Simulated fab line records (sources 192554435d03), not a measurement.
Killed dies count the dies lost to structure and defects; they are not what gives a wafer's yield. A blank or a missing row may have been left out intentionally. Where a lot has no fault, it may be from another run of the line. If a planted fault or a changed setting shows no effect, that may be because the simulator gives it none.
What tool caused it? / flow n5_finfet / at 1 step of a route of 1938, 24 lots with 72 wafers sampled

WHAT THE GAUGES READ, wafer by wafer
N5_FIN_SAQP_THK_MEAS_05. Usual: thk_nm at 38.1 nm, with a standard deviation of 0.57.
lot=L074; measured=day 1 21:23; on=film_metro-01; thk_nm (nm)=39.3 38.6 37.6; flag=
lot=L075; measured=day 2 03:31; on=film_metro-02; thk_nm (nm)=37.4 38.2 38.1; flag=
lot=L076; measured=day 2 09:59; on=film_metro-01; thk_nm (nm)=37.5 38.9 38.3; flag=
lot=L077; measured=day 2 15:00; on=film_metro-01; thk_nm (nm)=37.6 37.8 38.4; flag=
lot=L078; measured=day 2 22:55; on=film_metro-02; thk_nm (nm)=36.7 39.0 37.8; flag=
lot=L079; measured=day 3 03:59; on=film_metro-02; thk_nm (nm)=37.9 37.2 37.4; flag=
lot=L080; measured=day 3 11:37; on=film_metro-02; thk_nm (nm)=38.0 37.8 38.3; flag=
lot=L081; measured=day 3 16:32; on=film_metro-02; thk_nm (nm)=38.5 38.7 38.3; flag=
lot=L082; measured=day 3 22:50; on=film_metro-01; thk_nm (nm)=38.0 38.9 37.8; flag=
lot=L083; measured=day 4 03:32; on=film_metro-01; thk_nm (nm)=38.2 38.8 38.5; flag=
lot=L084; measured=day 4 09:10; on=film_metro-01; thk_nm (nm)=38.3 37.9 38.3; flag=
lot=L085; measured=day 4 16:16; on=film_metro-01; thk_nm (nm)=37.7 38.6 38.0; flag=
lot=L086; measured=day 4 22:22; on=film_metro-01; thk_nm (nm)=38.3 37.8 38.3; flag=
lot=L087; measured=day 5 04:01; on=film_metro-01; thk_nm (nm)=37.5 39.3 38.5; flag=
lot=L088; measured=day 5 10:22; on=film_metro-01; thk_nm (nm)=37.9 39.0 37.9; flag=
lot=L089; measured=day 5 15:06; on=film_metro-02; thk_nm (nm)=38.2 38.0 38.4; flag=
lot=L090; measured=day 5 21:52; on=film_metro-02; thk_nm (nm)=38.5 39.4 39.1; flag=
lot=L091; measured=day 6 03:10; on=film_metro-02; thk_nm (nm)=37.9 38.3 38.1; flag=
lot=L092; measured=day 6 09:02; on=film_metro-01; thk_nm (nm)=38.4 38.0 38.5; flag=
lot=L093; measured=day 6 15:35; on=film_metro-01; thk_nm (nm)=37.2 37.5 38.6; flag=
lot=L094; measured=day 6 22:29; on=film_metro-01; thk_nm (nm)=38.2 38.6 38.7; flag=
lot=L095; measured=day 7 03:17; on=film_metro-01; thk_nm (nm)=37.8 38.8 38.4; flag=
lot=L096; measured=day 7 08:45; on=film_metro-02; thk_nm (nm)=37.9 38.3 38.9; flag=
lot=L097; measured=day 7 16:43; on=film_metro-01; thk_nm (nm)=37.6 37.3 38.4; flag=

EACH LOT AND THE TOOL THAT RAN IT (in order: tool; ch and the chambers of the sampled wafers; start)
There is no process step in the record ahead of these readings.

AS READ BY THE TOOLS THEMSELVES (means over the sampled wafers that have a number; for cases with no such wafer, the mark the record gives instead)
The record holds no such reading with a usual standard deviation.

THE ANSWER, worked out from the rows above alone
Rule: a lot is off if the mean of its wafers that have a number lies more than 3 standard deviations from the usual mean. Also off: a lot with no number at a reading for which 4 or more lots have one. Any other lot the step has rows for is counted as sound. First the gauges in route order, then the tools' own readings, where a lot's mean is used as printed above. The first step at which some lot is off is used, and at that step the reading that is off furthest; a lot without a number counts as furthest.
Nothing can be told from this: no lot is off at any reading shown.

WHAT WAS PUT IN BY THE SIMULATOR
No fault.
